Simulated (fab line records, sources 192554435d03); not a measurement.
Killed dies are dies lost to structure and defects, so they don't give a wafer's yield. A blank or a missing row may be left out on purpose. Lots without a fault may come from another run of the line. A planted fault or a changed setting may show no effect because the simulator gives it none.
One fault seen from 2 desks | flow n5_finfet | each desk has only its own numbers; what lay behind them comes last

THE TOOL OWNER'S DESK: krf_scanner-01
The tool's own readings at N5_PASSIVATION_EXPOSE_41 (exposes mask PASS OPEN, defocus 0 nm, target cd 40000 nm): means of the sampled wafers that have a number, for each lot that ran on this tool. A lot is out of limits, marked OUT, if its mean lies more than 4 standard deviations from the usual mean; the brackets give that distance.
Columns: A = exposure_dose_mJ_cm2 at N5_PASSIVATION_EXPOSE_41, usual 57.26
lot  | first seen here | A
L892 | day 12 20:31    | 57.25
L890 | day 12 21:23    | 57.27
L895 | day 14 08:28    | 57.27
L897 | day 14 13:00    | 57.27
L898 | day 14 21:29    | 57.20
L907 | day 17 08:32    | 57.19
L903 | day 17 09:14    | 57.30
L911 | day 18 11:56    | 57.32
This desk's finding: nothing out of limits on any of the 8 lots.

THE METROLOGY DESK
What the gauges read, lot by lot, whatever tool the lot ran on: means of the sampled wafers that have a number. A lot is out of limits, marked OUT, if its mean lies more than 4 standard deviations from the usual mean; the brackets give that distance.
Columns: A = cd_nm at N5_PASSIVATION_CD_MEAS_44, usual 40002 nm
lot  | first seen here | A
L892 | day 12 20:41    | 40001
L889 | day 12 21:23    | 40000
L890 | day 12 21:34    | 40004
L895 | day 14 08:38    | 40044 (+11) OUT
L897 | day 14 13:10    | 40040 (+10) OUT
L898 | day 14 21:40    | 40034 (+8.8) OUT
L902 | day 15 20:04    | 40000
L907 | day 17 08:43    | 40002
L903 | day 17 09:26    | 39999
L911 | day 18 12:07    | 40004
This desk's finding: out of limits on L895, L897, L898; first on L895, day 14 08:38 (cd_nm at N5_PASSIVATION_CD_MEAS_44). In limits: L892, L889, L890, L902, L907, L903, L911.

PUT TOGETHER
The metrology desk could have raised an alarm at day 14 08:38, on L895, L897, L898.
The tool owner's desk saw nothing out of limits.
The tool owner's desk has L895, L897, L898 on record, within its limits.
Of the lots named, all ran N5_PASSIVATION_EXPOSE_41 on krf_scanner-01.

WHAT THE SIMULATOR HAD PUT IN
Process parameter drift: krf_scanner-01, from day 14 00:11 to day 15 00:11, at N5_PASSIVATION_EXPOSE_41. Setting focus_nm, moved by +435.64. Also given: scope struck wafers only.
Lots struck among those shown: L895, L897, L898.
Hours from the fault's start to each desk's first reading out of limits: the metrology desk, 8.
